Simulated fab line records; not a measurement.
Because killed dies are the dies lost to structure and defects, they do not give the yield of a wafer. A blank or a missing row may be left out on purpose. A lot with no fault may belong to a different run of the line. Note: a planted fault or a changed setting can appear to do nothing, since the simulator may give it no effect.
Which tool is to blame? / flow nand-harc / 72 wafers from 24 lots sampled at 6 of the route's 1302 steps

== WHAT EACH GAUGE READ, for each wafer ==
NHARC_A_CONTACT_CD_MEAS_08 targets a cd of 200 nm. Usual: cd-nm 200.1 nm, standard deviation 0.48.
lot=L074; measured=day 21 23:58; on=cd-sem-03; cd-nm (nm)=200.3 199.8 200.0; flag=
lot=L077; measured=day 22 21:01; on=cd-sem-01; cd-nm (nm)=200.1 199.4 199.6; flag=
lot=L075; measured=day 22 22:50; on=cd-sem-02; cd-nm (nm)=199.6 199.9 200.4; flag=
lot=L076; measured=day 23 02:21; on=cd-sem-02; cd-nm (nm)=200.4 199.9 200.2; flag=
lot=L078; measured=day 23 14:48; on=cd-sem-01; cd-nm (nm)=199.9 199.7 200.0; flag=
lot=L079; measured=day 24 06:11; on=cd-sem-01; cd-nm (nm)=200.8 201.3 201.8; flag=
lot=L080; measured=day 24 13:20; on=cd-sem-01; cd-nm (nm)=199.2 199.5 199.5; flag=
lot=L081; measured=day 25 05:35; on=cd-sem-01; cd-nm (nm)=199.8 199.6 200.3; flag=
lot=L084; measured=day 26 10:33; on=cd-sem-02; cd-nm (nm)=199.6 199.7 200.0; flag=
lot=L085; measured=day 26 13:39; on=cd-sem-01; cd-nm (nm)=200.2 200.5 200.3; flag=
lot=L083; measured=day 26 14:14; on=cd-sem-01; cd-nm (nm)=199.6 200.0 200.6; flag=
lot=L082; measured=day 26 18:36; on=cd-sem-02; cd-nm (nm)=199.9 200.4 200.3; flag=
lot=L086; measured=day 27 02:29; on=cd-sem-02; cd-nm (nm)=200.7 200.8 199.9; flag=
lot=L089; measured=day 27 19:34; on=cd-sem-01; cd-nm (nm)=200.9 200.3 200.1; flag=
lot=L088; measured=day 27 19:55; on=cd-sem-02; cd-nm (nm)=199.4 200.2 199.6; flag=
lot=L087; measured=day 28 03:01; on=cd-sem-02; cd-nm (nm)=199.8 200.2 200.1; flag=
lot=L090; measured=day 28 19:36; on=cd-sem-01; cd-nm (nm)=199.7 199.9 199.6; flag=
lot=L092; measured=day 29 14:37; on=cd-sem-01; cd-nm (nm)=199.7 199.3 199.7; flag=
lot=L093; measured=day 29 20:25; on=cd-sem-02; cd-nm (nm)=199.2 199.3 199.5; flag=
lot=L091; measured=day 30 08:40; on=cd-sem-02; cd-nm (nm)=200.9 200.8 200.7; flag=
lot=L094; measured=day 30 17:40; on=cd-sem-03; cd-nm (nm)=200.0 200.3 199.4; flag=
lot=L097; measured=day 31 02:06; on=cd-sem-02; cd-nm (nm)=200.0 200.7 199.7; flag=
lot=L095; measured=day 31 02:26; on=cd-sem-02; cd-nm (nm)=200.0 199.8 200.6; flag=
lot=L096; measured=day 31 17:05; on=cd-sem-01; cd-nm (nm)=200.7 200.8 200.7; flag=

NHARC_A_M0_INSPECT_11. Usual: raw-defect-count 82, standard deviation 29.
lot=L074; measured=day 22 10:30; on=defect-inspect-02; raw-defect-count=83 70 70; flag=
lot=L077; measured=day 23 08:04; on=defect-inspect-01; raw-defect-count=22 19 13; flag=
lot=L075; measured=day 23 09:58; on=defect-inspect-01; raw-defect-count=86 94 101; flag=
lot=L076; measured=day 23 13:15; on=defect-inspect-02; raw-defect-count=94 93 88; flag=
lot=L078; measured=day 24 01:20; on=defect-inspect-01; raw-defect-count=68 60 70; flag=
lot=L079; measured=day 24 16:49; on=defect-inspect-02; raw-defect-count=79 66 69; flag=
lot=L080; measured=day 25 01:04; on=defect-inspect-02; raw-defect-count=98 93 116; flag=
lot=L081; measured=day 25 15:58; on=defect-inspect-01; raw-defect-count=118 110 134; flag=
lot=L084; measured=day 26 21:35; on=defect-inspect-01; raw-defect-count=88 78 90; flag=
lot=L085; measured=day 27 00:18; on=defect-inspect-01; raw-defect-count=55 38 36; flag=
lot=L083; measured=day 27 00:55; on=defect-inspect-01; raw-defect-count=65 70 68; flag=
lot=L082; measured=day 27 05:25; on=defect-inspect-01; raw-defect-count=69 87 83; flag=
lot=L086; measured=day 27 14:40; on=defect-inspect-01; raw-defect-count=86 91 87; flag=
lot=L089; measured=day 28 06:57; on=defect-inspect-02; raw-defect-count=75 84 71; flag=
lot=L088; measured=day 28 07:24; on=defect-inspect-02; raw-defect-count=84 93 91; flag=
lot=L087; measured=day 28 13:54; on=defect-inspect-02; raw-defect-count=121 98 78; flag=
lot=L090; measured=day 29 06:08; on=defect-inspect-02; raw-defect-count=109 103 113; flag=
lot=L092; measured=day 30 00:57; on=defect-inspect-02; raw-defect-count=63 61 65; flag=
lot=L093; measured=day 30 07:01; on=defect-inspect-01; raw-defect-count=123 121 93; flag=
lot=L091; measured=day 30 19:10; on=defect-inspect-02; raw-defect-count=76 78 73; flag=
lot=L094; measured=day 31 04:38; on=defect-inspect-01; raw-defect-count=82 75 66; flag=
lot=L097; measured=day 31 12:55; on=defect-inspect-01; raw-defect-count=134 120 152; flag=
lot=L095; measured=day 31 13:49; on=defect-inspect-01; raw-defect-count=17 21 26; flag=
lot=L096; measured=day 32 03:28; on=defect-inspect-01; raw-defect-count=88 108 113; flag=

NHARC_A_M1_OVL_MEAS_10: pitch 240 nm. Usual: overlay-x-nm 0.3 nm, standard deviation 1; overlay-y-nm 0.0 nm, standard deviation 0.69.
lot=L074; measured=day 22 14:31; on=overlay-01; overlay-x-nm (nm)=1.1 1.0 0.7; overlay-y-nm (nm)=1.7 1.4 1.3; flag=
lot=L077; measured=day 23 12:02; on=overlay-02; overlay-x-nm (nm)=1.2 1.2 0.8; overlay-y-nm (nm)=-0.9 -0.1 -0.7; flag=
lot=L075; measured=day 23 13:58; on=overlay-01; overlay-x-nm (nm)=0.1 0.4 0.2; overlay-y-nm (nm)=0.8 0.4 0.3; flag=
lot=L076; measured=day 23 17:17; on=overlay-01; overlay-x-nm (nm)=-1.2 -0.8 -0.9; overlay-y-nm (nm)=0.2 0.7 0.3; flag=
lot=L078; measured=day 24 05:22; on=overlay-01; overlay-x-nm (nm)=-1.5 -2.7 -2.5; overlay-y-nm (nm)=0.7 0.7 1.0; flag=
lot=L079; measured=day 24 21:20; on=overlay-01; overlay-x-nm (nm)=0.6 0.5 0.9; overlay-y-nm (nm)=0.7 0.0 0.7; flag=
lot=L080; measured=day 25 05:09; on=overlay-02; overlay-x-nm (nm)=0.8 1.0 1.4; overlay-y-nm (nm)=0.3 0.9 0.5; flag=
lot=L081; measured=day 25 19:51; on=overlay-01; overlay-x-nm (nm)=0.6 0.0 0.5; overlay-y-nm (nm)=-0.4 -0.1 0.1; flag=
lot=L084; measured=day 27 01:36; on=overlay-02; overlay-x-nm (nm)=-0.6 -0.5 -0.1; overlay-y-nm (nm)=-0.2 -0.6 -0.3; flag=
lot=L085; measured=day 27 04:35; on=overlay-02; overlay-x-nm (nm)=1.2 0.8 0.7; overlay-y-nm (nm)=0.2 0.2 0.5; flag=
lot=L083; measured=day 27 04:58; on=overlay-02; overlay-x-nm (nm)=1.0 1.3 0.7; overlay-y-nm (nm)=-0.6 -0.5 -0.8; flag=
lot=L082; measured=day 27 09:58; on=overlay-02; overlay-x-nm (nm)=0.0 -0.1 0.3; overlay-y-nm (nm)=-0.8 -0.6 -0.8; flag=
lot=L086; measured=day 27 18:37; on=overlay-02; overlay-x-nm (nm)=1.3 0.9 1.1; overlay-y-nm (nm)=-0.4 -0.2 -0.4; flag=
lot=L089; measured=day 28 10:58; on=overlay-01; overlay-x-nm (nm)=-0.3 -0.3 -0.1; overlay-y-nm (nm)=0.9 1.3 1.6; flag=
lot=L088; measured=day 28 11:44; on=overlay-01; overlay-x-nm (nm)=-1.3 -1.0 -1.0; overlay-y-nm (nm)=0.2 0.1 -0.4; flag=
lot=L087; measured=day 28 17:56; on=overlay-01; overlay-x-nm (nm)=-0.1 0.1 0.4; overlay-y-nm (nm)=-0.1 0.2 0.2; flag=
lot=L090; measured=day 29 10:15; on=overlay-02; overlay-x-nm (nm)=1.9 1.8 1.6; overlay-y-nm (nm)=-0.3 -0.6 -0.4; flag=
lot=L092; measured=day 30 04:58; on=overlay-02; overlay-x-nm (nm)=-0.6 -0.6 -0.5; overlay-y-nm (nm)=0.3 0.1 0.2; flag=
lot=L093; measured=day 30 11:02; on=overlay-01; overlay-x-nm (nm)=1.6 1.9 1.6; overlay-y-nm (nm)=0.0 -0.7 -0.5; flag=
lot=L091; measured=day 30 23:14; on=overlay-02; overlay-x-nm (nm)=-0.2 0.0 -0.4; overlay-y-nm (nm)=-0.7 -0.6 -0.6; flag=
lot=L094; measured=day 31 08:40; on=overlay-02; overlay-x-nm (nm)=1.7 2.4 2.2; overlay-y-nm (nm)=1.1 0.3 0.9; flag=
lot=L097; measured=day 31 16:54; on=overlay-01; overlay-x-nm (nm)=0.0 0.3 0.0; overlay-y-nm (nm)=-0.6 -1.0 -1.1; flag=
lot=L095; measured=day 31 18:05; on=overlay-01; overlay-x-nm (nm)=1.0 1.0 0.5; overlay-y-nm (nm)=-1.0 -0.6 -1.1; flag=
lot=L096; measured=day 32 07:29; on=overlay-02; overlay-x-nm (nm)=-0.8 -0.6 -1.2; overlay-y-nm (nm)=-0.7 -0.4 -0.4; flag=

== WHAT TOOL EACH LOT RAN ON (gives the tool, then ch and the chambers of the sampled wafers, and finally the start) ==
lot=L074; NHARC_A_CONTACT_ETCH_135=har-cap-etch-02 ch 0,1, day 22 01:28; NHARC_A_BLC_ALD_23=ald-metal-02 ch 0,1,2, day 22 08:29; NHARC_A_M0_ETCH_34=rie-diel-02 ch 0,2,3, day 22 10:39
lot=L077; NHARC_A_CONTACT_ETCH_135=har-cap-etch-03 ch 0,1, day 22 22:43; NHARC_A_BLC_ALD_23=ald-metal-04 ch 0,1, day 23 05:56; NHARC_A_M0_ETCH_34=rie-diel-02 ch 2,3, day 23 08:13
lot=L075; NHARC_A_CONTACT_ETCH_135=har-cap-etch-02 ch 0,1, day 23 00:20; NHARC_A_BLC_ALD_23=ald-metal-02 ch 1,2,3, day 23 07:17; NHARC_A_M0_ETCH_34=rie-diel-12 ch 0,1,3, day 23 10:06
lot=L076; NHARC_A_CONTACT_ETCH_135=har-cap-etch-03 ch 0, day 23 04:01; NHARC_A_BLC_ALD_23=ald-metal-04 ch 2,3, day 23 11:05; NHARC_A_M0_ETCH_34=rie-diel-02 ch 0,2,3, day 23 13:24
lot=L078; NHARC_A_CONTACT_ETCH_135=har-cap-etch-01 ch 0,1, day 23 16:19; NHARC_A_BLC_ALD_23=ald-metal-04 ch 0,1,2, day 23 23:10; NHARC_A_M0_ETCH_34=rie-diel-09 ch 0,2,3, day 24 01:29
lot=L079; NHARC_A_CONTACT_ETCH_135=har-cap-etch-01 ch 1, day 24 07:44; NHARC_A_BLC_ALD_23=ald-metal-01 ch 1,2,3, day 24 14:40; NHARC_A_M0_ETCH_34=rie-diel-09 ch 0,2, day 24 16:58
lot=L080; NHARC_A_CONTACT_ETCH_135=har-cap-etch-03 ch 0,1, day 24 16:16; NHARC_A_BLC_ALD_23=ald-metal-02 ch 2,3, day 24 22:54; NHARC_A_M0_ETCH_34=rie-diel-12 ch 0,2, day 25 01:13
lot=L081; NHARC_A_CONTACT_ETCH_135=har-cap-etch-02 ch 0,1, day 25 07:06; NHARC_A_BLC_ALD_23=ald-metal-02 ch 1,2,3, day 25 13:49; NHARC_A_M0_ETCH_34=rie-diel-12 ch 1,2,3, day 25 16:07
lot=L084; NHARC_A_CONTACT_ETCH_135=har-cap-etch-01 ch 0,1, day 26 12:26; NHARC_A_BLC_ALD_23=ald-metal-01 ch 0,1,2, day 26 19:25; NHARC_A_M0_ETCH_34=rie-diel-12 ch 1,3, day 26 21:44
lot=L085; NHARC_A_CONTACT_ETCH_135=har-cap-etch-03 ch 0,1, day 26 15:10; NHARC_A_BLC_ALD_23=ald-metal-02 ch 0,1,3, day 26 22:11; NHARC_A_M0_ETCH_34=rie-diel-02 ch 1,2, day 27 00:27
lot=L083; NHARC_A_CONTACT_ETCH_135=har-cap-etch-02 ch 0, day 26 15:49; NHARC_A_BLC_ALD_23=ald-metal-04 ch 2,3, day 26 22:44; NHARC_A_M0_ETCH_34=rie-diel-09 ch 0,2,3, day 27 01:04
lot=L082; NHARC_A_CONTACT_ETCH_135=har-cap-etch-03 ch 0,1, day 26 20:31; NHARC_A_BLC_ALD_23=ald-metal-02 ch 0,1,2, day 27 03:17; NHARC_A_M0_ETCH_34=rie-diel-09 ch 1,2,3, day 27 05:34
lot=L086; NHARC_A_CONTACT_ETCH_135=har-cap-etch-02 ch 0,1, day 27 05:29; NHARC_A_BLC_ALD_23=ald-metal-01 ch 1,3, day 27 12:31; NHARC_A_M0_ETCH_34=rie-diel-09 ch 0,2,3, day 27 14:49
lot=L089; NHARC_A_CONTACT_ETCH_135=har-cap-etch-01 ch 0,1, day 27 21:29; NHARC_A_BLC_ALD_23=ald-metal-02 ch 0,2,3, day 28 04:48; NHARC_A_M0_ETCH_34=rie-diel-02 ch 0,1,3, day 28 07:06
lot=L088; NHARC_A_CONTACT_ETCH_135=har-cap-etch-02 ch 0,1, day 27 21:57; NHARC_A_BLC_ALD_23=ald-metal-01 ch 1,2,3, day 28 05:15; NHARC_A_M0_ETCH_34=rie-diel-02 ch 0,2,3, day 28 07:33
lot=L087; NHARC_A_CONTACT_ETCH_135=har-cap-etch-02 ch 1, day 28 04:43; NHARC_A_BLC_ALD_23=ald-metal-01 ch 0,1,2, day 28 11:52; NHARC_A_M0_ETCH_34=rie-diel-02 ch 0,2, day 28 14:03
lot=L090; NHARC_A_CONTACT_ETCH_135=har-cap-etch-02 ch 0,1, day 28 21:11; NHARC_A_BLC_ALD_23=ald-metal-01 ch 0,2,3, day 29 04:01; NHARC_A_M0_ETCH_34=rie-diel-02 ch 0,3, day 29 06:17
lot=L092; NHARC_A_CONTACT_ETCH_135=har-cap-etch-01 ch 0,1, day 29 16:12; NHARC_A_BLC_ALD_23=ald-metal-04 ch 1,2, day 29 22:56; NHARC_A_M0_ETCH_34=rie-diel-09 ch 1,2,3, day 30 01:07
lot=L093; NHARC_A_CONTACT_ETCH_135=har-cap-etch-03 ch 0,1, day 29 21:57; NHARC_A_BLC_ALD_23=ald-metal-01 ch 0,3, day 30 04:52; NHARC_A_M0_ETCH_34=rie-diel-12 ch 0,2,3, day 30 07:11
lot=L091; NHARC_A_CONTACT_ETCH_135=har-cap-etch-02 ch 0, day 30 10:11; NHARC_A_BLC_ALD_23=ald-metal-02 ch 0,2,3, day 30 17:11; NHARC_A_M0_ETCH_34=rie-diel-02 ch 1,2,3, day 30 19:19
lot=L094; NHARC_A_CONTACT_ETCH_135=har-cap-etch-02 ch 0,1, day 30 19:14; NHARC_A_BLC_ALD_23=ald-metal-04 ch 0,1, day 31 02:27; NHARC_A_M0_ETCH_34=rie-diel-09 ch 1,2, day 31 04:48
lot=L097; NHARC_A_CONTACT_ETCH_135=har-cap-etch-01 ch 0,1, day 31 03:46; NHARC_A_BLC_ALD_23=ald-metal-01 ch 1,2,3, day 31 10:39; NHARC_A_M0_ETCH_34=rie-diel-09 ch 0,1, day 31 13:03
lot=L095; NHARC_A_CONTACT_ETCH_135=har-cap-etch-03 ch 0,1, day 31 04:10; NHARC_A_BLC_ALD_23=ald-metal-02 ch 0,1,3, day 31 10:59; NHARC_A_M0_ETCH_34=rie-diel-12 ch 0,2,3, day 31 13:58
lot=L096; NHARC_A_CONTACT_ETCH_135=har-cap-etch-03 ch 1, day 31 18:38; NHARC_A_BLC_ALD_23=ald-metal-01 ch 0,1,3, day 32 01:17; NHARC_A_M0_ETCH_34=rie-diel-02 ch 0,2, day 32 03:37
- NHARC_A_CONTACT_ETCH_135: etches the open film in C4F8/O2/Ar, time 311 s, target depth 1912 nm.
- NHARC_A_BLC_ALD_23: deposits TiN, target thk 3 nm, pulse time 1 s, ald cycles 150.
- NHARC_A_M0_ETCH_34: etches the open film in N2/H2, target depth 40 nm, overetch 12 nm, time 43.94 s.

== WHAT THE TOOLS THEMSELVES READ (means of the sampled wafers that have a number; where no wafer has one, the mark that the record gives instead) ==
NHARC_A_BLC_ALD_23. Usual: heater-power-w 1077 W, standard deviation 74; precursor-pulse-height-rel 1.000, standard deviation 0.021.
lot=L074; tool=ald-metal-02; heater-power-w (W)=1066; precursor-pulse-height-rel=0.983; flag=
lot=L077; tool=ald-metal-04; heater-power-w (W)=1023; precursor-pulse-height-rel=0.987; flag=
lot=L075; tool=ald-metal-02; heater-power-w (W)=1068; precursor-pulse-height-rel=0.986; flag=
lot=L076; tool=ald-metal-04; heater-power-w (W)=1097; precursor-pulse-height-rel=1.004; flag=
lot=L078; tool=ald-metal-04; heater-power-w (W)=1025; precursor-pulse-height-rel=0.987; flag=
lot=L079; tool=ald-metal-01; heater-power-w (W)=1044; precursor-pulse-height-rel=0.979; flag=
lot=L080; tool=ald-metal-02; heater-power-w (W)=1117; precursor-pulse-height-rel=1.033; flag=
lot=L081; tool=ald-metal-02; heater-power-w (W)=1066; precursor-pulse-height-rel=1.001; flag=
lot=L084; tool=ald-metal-01; heater-power-w (W)=1058; precursor-pulse-height-rel=0.994; flag=
lot=L085; tool=ald-metal-02; heater-power-w (W)=1102; precursor-pulse-height-rel=1.024; flag=
lot=L083; tool=ald-metal-04; heater-power-w (W)=1179; precursor-pulse-height-rel=0.985; flag=
lot=L082; tool=ald-metal-02; heater-power-w (W)=1074; precursor-pulse-height-rel=0.990; flag=
lot=L086; tool=ald-metal-01; heater-power-w (W)=1032; precursor-pulse-height-rel=1.006; flag=
lot=L089; tool=ald-metal-02; heater-power-w (W)=1120; precursor-pulse-height-rel=1.013; flag=
lot=L088; tool=ald-metal-01; heater-power-w (W)=1033; precursor-pulse-height-rel=1.001; flag=
lot=L087; tool=ald-metal-01; heater-power-w (W)=1061; precursor-pulse-height-rel=0.991; flag=
lot=L090; tool=ald-metal-01; heater-power-w (W)=1102; precursor-pulse-height-rel=1.010; flag=
lot=L092; tool=ald-metal-04; heater-power-w (W)=1033; precursor-pulse-height-rel=0.989; flag=
lot=L093; tool=ald-metal-01; heater-power-w (W)=1109; precursor-pulse-height-rel=1.016; flag=
lot=L091; tool=ald-metal-02; heater-power-w (W)=1133; precursor-pulse-height-rel=1.015; flag=
lot=L094; tool=ald-metal-04; heater-power-w (W)=1022; precursor-pulse-height-rel=1.009; flag=
lot=L097; tool=ald-metal-01; heater-power-w (W)=1025; precursor-pulse-height-rel=1.004; flag=
lot=L095; tool=ald-metal-02; heater-power-w (W)=1113; precursor-pulse-height-rel=0.979; flag=
lot=L096; tool=ald-metal-01; heater-power-w (W)=1048; precursor-pulse-height-rel=1.001; flag=

NHARC_A_M0_ETCH_34. Usual: drypump-motor-current-A 5.7 A, standard deviation 0.44; oes-product-au 0.999 a.u., standard deviation 0.0079; rf-vpp-V 430.9 V, standard deviation 2.7; showerhead-plenum-p-Torr 2.05 Torr, standard deviation 0.092; throttle-valve-pct 14.171 %, standard deviation 0.0094.
lot=L074; tool=rie-diel-02; drypump-motor-current-A (A)=5.5; oes-product-au (a.u.)=1.002; rf-vpp-V (V)=430.9; showerhead-plenum-p-Torr (Torr)=2.06; throttle-valve-pct (%)=14.167; flag=
lot=L077; tool=rie-diel-02; drypump-motor-current-A (A)=5.4; oes-product-au (a.u.)=0.995; rf-vpp-V (V)=430.9; showerhead-plenum-p-Torr (Torr)=2.06; throttle-valve-pct (%)=14.171; flag=
lot=L075; tool=rie-diel-12; drypump-motor-current-A (A)=5.6; oes-product-au (a.u.)=1.004; rf-vpp-V (V)=432.7; showerhead-plenum-p-Torr (Torr)=2.12; throttle-valve-pct (%)=14.175; flag=
lot=L076; tool=rie-diel-02; drypump-motor-current-A (A)=5.5; oes-product-au (a.u.)=0.999; rf-vpp-V (V)=431.2; showerhead-plenum-p-Torr (Torr)=2.05; throttle-valve-pct (%)=14.166; flag=
lot=L078; tool=rie-diel-09; drypump-motor-current-A (A)=6.0; oes-product-au (a.u.)=1.005; rf-vpp-V (V)=429.4; showerhead-plenum-p-Torr (Torr)=1.99; throttle-valve-pct (%)=14.180; flag=
lot=L079; tool=rie-diel-09; drypump-motor-current-A (A)=5.6; oes-product-au (a.u.)=1.006; rf-vpp-V (V)=429.5; showerhead-plenum-p-Torr (Torr)=2.01; throttle-valve-pct (%)=14.173; flag=
lot=L080; tool=rie-diel-12; drypump-motor-current-A (A)=5.3; oes-product-au (a.u.)=1.005; rf-vpp-V (V)=432.2; showerhead-plenum-p-Torr (Torr)=2.11; throttle-valve-pct (%)=14.170; flag=
lot=L081; tool=rie-diel-12; drypump-motor-current-A (A)=5.6; oes-product-au (a.u.)=1.011; rf-vpp-V (V)=431.9; showerhead-plenum-p-Torr (Torr)=2.11; throttle-valve-pct (%)=14.167; flag=
lot=L084; tool=rie-diel-12; drypump-motor-current-A (A)=5.6; oes-product-au (a.u.)=1.000; rf-vpp-V (V)=433.1; showerhead-plenum-p-Torr (Torr)=2.13; throttle-valve-pct (%)=14.173; flag=
lot=L085; tool=rie-diel-02; drypump-motor-current-A (A)=5.8; oes-product-au (a.u.)=0.988; rf-vpp-V (V)=427.9; showerhead-plenum-p-Torr (Torr)=1.97; throttle-valve-pct (%)=14.173; flag=
lot=L083; tool=rie-diel-09; drypump-motor-current-A (A)=6.0; oes-product-au (a.u.)=0.997; rf-vpp-V (V)=429.0; showerhead-plenum-p-Torr (Torr)=1.99; throttle-valve-pct (%)=14.170; flag=
lot=L082; tool=rie-diel-09; drypump-motor-current-A (A)=5.8; oes-product-au (a.u.)=0.995; rf-vpp-V (V)=428.4; showerhead-plenum-p-Torr (Torr)=1.94; throttle-valve-pct (%)=14.165; flag=
lot=L086; tool=rie-diel-09; drypump-motor-current-A (A)=6.0; oes-product-au (a.u.)=1.002; rf-vpp-V (V)=429.0; showerhead-plenum-p-Torr (Torr)=1.99; throttle-valve-pct (%)=14.174; flag=
lot=L089; tool=rie-diel-02; drypump-motor-current-A (A)=5.4; oes-product-au (a.u.)=0.999; rf-vpp-V (V)=432.2; showerhead-plenum-p-Torr (Torr)=2.12; throttle-valve-pct (%)=14.170; flag=
lot=L088; tool=rie-diel-02; drypump-motor-current-A (A)=5.5; oes-product-au (a.u.)=0.994; rf-vpp-V (V)=431.7; showerhead-plenum-p-Torr (Torr)=2.05; throttle-valve-pct (%)=14.173; flag=
lot=L087; tool=rie-diel-02; drypump-motor-current-A (A)=5.6; oes-product-au (a.u.)=1.005; rf-vpp-V (V)=430.9; showerhead-plenum-p-Torr (Torr)=2.05; throttle-valve-pct (%)=14.180; flag=
lot=L090; tool=rie-diel-02; drypump-motor-current-A (A)=5.4; oes-product-au (a.u.)=0.989; rf-vpp-V (V)=433.8; showerhead-plenum-p-Torr (Torr)=2.13; throttle-valve-pct (%)=14.172; flag=
lot=L092; tool=rie-diel-09; drypump-motor-current-A (A)=5.8; oes-product-au (a.u.)=1.002; rf-vpp-V (V)=427.5; showerhead-plenum-p-Torr (Torr)=1.94; throttle-valve-pct (%)=14.175; flag=
lot=L093; tool=rie-diel-12; drypump-motor-current-A (A)=5.3; oes-product-au (a.u.)=1.000; rf-vpp-V (V)=432.7; showerhead-plenum-p-Torr (Torr)=2.12; throttle-valve-pct (%)=14.173; flag=
lot=L091; tool=rie-diel-02; drypump-motor-current-A (A)=5.5; oes-product-au (a.u.)=0.996; rf-vpp-V (V)=430.1; showerhead-plenum-p-Torr (Torr)=2.04; throttle-valve-pct (%)=14.170; flag=
lot=L094; tool=rie-diel-09; drypump-motor-current-A (A)=5.6; oes-product-au (a.u.)=1.000; rf-vpp-V (V)=428.7; showerhead-plenum-p-Torr (Torr)=1.97; throttle-valve-pct (%)=14.180; flag=
lot=L097; tool=rie-diel-09; drypump-motor-current-A (A)=6.2; oes-product-au (a.u.)=0.990; rf-vpp-V (V)=430.8; showerhead-plenum-p-Torr (Torr)=2.06; throttle-valve-pct (%)=14.168; flag=
lot=L095; tool=rie-diel-12; drypump-motor-current-A (A)=5.3; oes-product-au (a.u.)=0.992; rf-vpp-V (V)=432.6; showerhead-plenum-p-Torr (Torr)=2.12; throttle-valve-pct (%)=14.168; flag=
lot=L096; tool=rie-diel-02; drypump-motor-current-A (A)=5.8; oes-product-au (a.u.)=1.000; rf-vpp-V (V)=428.8; showerhead-plenum-p-Torr (Torr)=1.97; throttle-valve-pct (%)=14.168; flag=

== THE ANSWER, worked out from the rows above alone ==
Rule: a lot counts as off when the mean over its wafers that have a number is more than 3 standard deviations away from the usual mean. Also off: a lot with no number at a reading for which 4 or more lots have one. Any other lot the step has rows for is counted as sound. After the gauges, taken in route order, come the tools' own readings; for these a lot's mean is taken, as printed above. The first step at which some lot is off is used, and at that step the reading that is off furthest; a lot without a number counts as furthest.
No lot is off at any reading shown: from this, nothing can be told.

== WHAT THE SIMULATOR HAD PUT IN ==
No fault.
